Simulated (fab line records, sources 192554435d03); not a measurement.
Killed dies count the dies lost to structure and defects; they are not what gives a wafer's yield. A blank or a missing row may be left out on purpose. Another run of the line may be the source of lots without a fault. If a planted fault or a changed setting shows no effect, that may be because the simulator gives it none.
Chamber matching / flow n5Finfet / N5_FIN_SAQP_PECVD_48 on pecvd-04: 3 sister chambers
The step deposits SiNx from SiH4/NH3/N2, target thk 25 nm, time 22.1 s. 18 wafers are shown with their chamber, then 9 later ones without.

== WAFERS PAIRED WITH THEIR CHAMBERS ==
wafer=L075.2; chamber=1; showerheadPlenumPTorr (Torr)=5.08; throttleValvePct (%)=41.0; heaterPowerW (W)=740
wafer=L075.3; chamber=0; showerheadPlenumPTorr (Torr)=5.21; throttleValvePct (%)=41.1; heaterPowerW (W)=766
wafer=L075.5; chamber=0; showerheadPlenumPTorr (Torr)=5.20; throttleValvePct (%)=41.3; heaterPowerW (W)=748
wafer=L083.1; chamber=2; showerheadPlenumPTorr (Torr)=5.13; throttleValvePct (%)=39.7; heaterPowerW (W)=857
wafer=L083.3; chamber=2; showerheadPlenumPTorr (Torr)=5.15; throttleValvePct (%)=39.9; heaterPowerW (W)=888
wafer=L083.4; chamber=1; showerheadPlenumPTorr (Torr)=5.09; throttleValvePct (%)=41.4; heaterPowerW (W)=778
wafer=L086.3; chamber=0; showerheadPlenumPTorr (Torr)=5.20; throttleValvePct (%)=40.8; heaterPowerW (W)=696
wafer=L086.4; chamber=0; showerheadPlenumPTorr (Torr)=5.21; throttleValvePct (%)=41.0; heaterPowerW (W)=699
wafer=L086.5; chamber=2; showerheadPlenumPTorr (Torr)=5.14; throttleValvePct (%)=40.0; heaterPowerW (W)=858
wafer=L088.1; chamber=1; showerheadPlenumPTorr (Torr)=5.08; throttleValvePct (%)=41.2; heaterPowerW (W)=754
wafer=L088.3; chamber=2; showerheadPlenumPTorr (Torr)=5.12; throttleValvePct (%)=40.1; heaterPowerW (W)=763
wafer=L088.6; chamber=2; showerheadPlenumPTorr (Torr)=5.13; throttleValvePct (%)=40.4; heaterPowerW (W)=740
wafer=L090.1; chamber=2; showerheadPlenumPTorr (Torr)=5.13; throttleValvePct (%)=39.8; heaterPowerW (W)=789
wafer=L090.2; chamber=0; showerheadPlenumPTorr (Torr)=5.20; throttleValvePct (%)=41.0; heaterPowerW (W)=805
wafer=L090.3; chamber=1; showerheadPlenumPTorr (Torr)=5.08; throttleValvePct (%)=41.4; heaterPowerW (W)=755
wafer=L090.4; chamber=0; showerheadPlenumPTorr (Torr)=5.19; throttleValvePct (%)=41.0; heaterPowerW (W)=780
wafer=L090.5; chamber=1; showerheadPlenumPTorr (Torr)=5.08; throttleValvePct (%)=40.9; heaterPowerW (W)=743
wafer=L090.6; chamber=2; showerheadPlenumPTorr (Torr)=5.12; throttleValvePct (%)=40.2; heaterPowerW (W)=816

SIGNATURES (means of the wafers above)
reading=showerheadPlenumPTorr; chamber 0=5.2017; chamber 1=5.0820; chamber 2=5.1314; scatter within a chamber=0.00836
reading=throttleValvePct; chamber 0=41.033; chamber 1=41.180; chamber 2=40.014; scatter within a chamber=0.214
reading=heaterPowerW; chamber 0=749.00; chamber 1=754.00; chamber 2=815.86; scatter within a chamber=43.6
Rule: a wafer's distance from a chamber is the root of the sum, over the readings, of the square of ((its reading less the chamber's mean) divided by the reading's scatter). The wafer belongs to the nearest chamber; if the next one is less than 2 further off, it can't be placed. The scatter: take each reading less its chamber's mean, square it, sum over the shown wafers, divide by the number of wafers less the number of chambers, and take the root.

== WAFERS MISSING THEIR CHAMBER ==
wafer=L091.1; showerheadPlenumPTorr (Torr)=5.20; throttleValvePct (%)=40.9; heaterPowerW (W)=795
wafer=L091.5; showerheadPlenumPTorr (Torr)=5.14; throttleValvePct (%)=39.7; heaterPowerW (W)=824
wafer=L091.6; showerheadPlenumPTorr (Torr)=5.21; throttleValvePct (%)=40.7; heaterPowerW (W)=797
wafer=L092.1; showerheadPlenumPTorr (Torr)=5.10; throttleValvePct (%)=41.2; heaterPowerW (W)=730
wafer=L092.2; showerheadPlenumPTorr (Torr)=5.20; throttleValvePct (%)=41.1; heaterPowerW (W)=742
wafer=L092.3; showerheadPlenumPTorr (Torr)=5.14; throttleValvePct (%)=40.2; heaterPowerW (W)=889
wafer=L092.4; showerheadPlenumPTorr (Torr)=5.07; throttleValvePct (%)=41.5; heaterPowerW (W)=738
wafer=L092.5; showerheadPlenumPTorr (Torr)=5.21; throttleValvePct (%)=40.9; heaterPowerW (W)=756
wafer=L092.6; showerheadPlenumPTorr (Torr)=5.14; throttleValvePct (%)=40.2; heaterPowerW (W)=859

== CHAMBER TAKEN BY EACH ==
wafer=L091.1; from the rows above=0; in truth=0
wafer=L091.5; from the rows above=2; in truth=2
wafer=L091.6; from the rows above=0; in truth=0
wafer=L092.1; from the rows above=1; in truth=1
wafer=L092.2; from the rows above=0; in truth=0
wafer=L092.3; from the rows above=2; in truth=2
wafer=L092.4; from the rows above=1; in truth=1
wafer=L092.5; from the rows above=0; in truth=0
wafer=L092.6; from the rows above=2; in truth=2
Placed correctly: 9 of 9. Left unplaced by these rows: 0. Wrongly placed: 0.
